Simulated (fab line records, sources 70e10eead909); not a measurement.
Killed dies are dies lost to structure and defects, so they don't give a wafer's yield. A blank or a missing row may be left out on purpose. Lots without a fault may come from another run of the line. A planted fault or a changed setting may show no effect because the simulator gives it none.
Chamber matching | flow nand_harc | NHARC_P_ZERO_WELL_ETCH_65 on rie_diel-09: 4 sister chambers
The step etches the open film in N2/H2, target depth 80 nm, overetch 24 nm, time 87.88 s. 8 wafers are shown with their chamber, then 7 later ones without.

WAFERS WITH THEIR CHAMBER
wafer  | chamber | showerhead_plenum_p_Torr (Torr) | drypump_motor_current_A (A)
L423.6 | 1       | 2.15                            | 6.2
L434.3 | 3       | 2.09                            | 5.7
L434.5 | 2       | 1.90                            | 6.1
L435.1 | 0       | 1.94                            | 6.5
L435.3 | 1       | 2.15                            | 6.3
L435.6 | 2       | 1.91                            | 6.1
L436.1 | 0       | 1.94                            | 6.5
L436.2 | 3       | 2.09                            | 5.7

WAFERS WITHOUT THEIR CHAMBER
wafer  | showerhead_plenum_p_Torr (Torr) | drypump_motor_current_A (A)
L436.6 | 2.15                            | 6.2
L437.3 | 1.91                            | 6.1
L437.4 | 2.09                            | 5.7
L437.6 | 1.94                            | 6.5
L441.1 | 1.90                            | 6.1
L441.2 | 2.09                            | 5.7
L441.5 | 1.94                            | 6.5

WHICH CHAMBER EACH WENT THROUGH
wafer  | from the rows above | in truth
L436.6 | 1                   | 1
L437.3 | 2                   | 2
L437.4 | 3                   | 3
L437.6 | 0                   | 0
L441.1 | 2                   | 2
L441.2 | 3                   | 3
L441.5 | 0                   | 0
Placed correctly: 7 of 7. Can't be placed from these rows: 0. Placed wrongly: 0.
How it was worked out, from the rows above alone: a wafer's distance from a chamber is the root of the sum, over the readings, of the square of ((its reading less the chamber's mean) divided by the reading's scatter). The wafer belongs to the nearest chamber; if the next one is less than 2 further off, it can't be placed. A chamber's mean is the mean of its shown wafers. The scatter: the root of (the sum of the squares of (reading less its chamber's mean) over the shown wafers, divided by (wafers less chambers)).
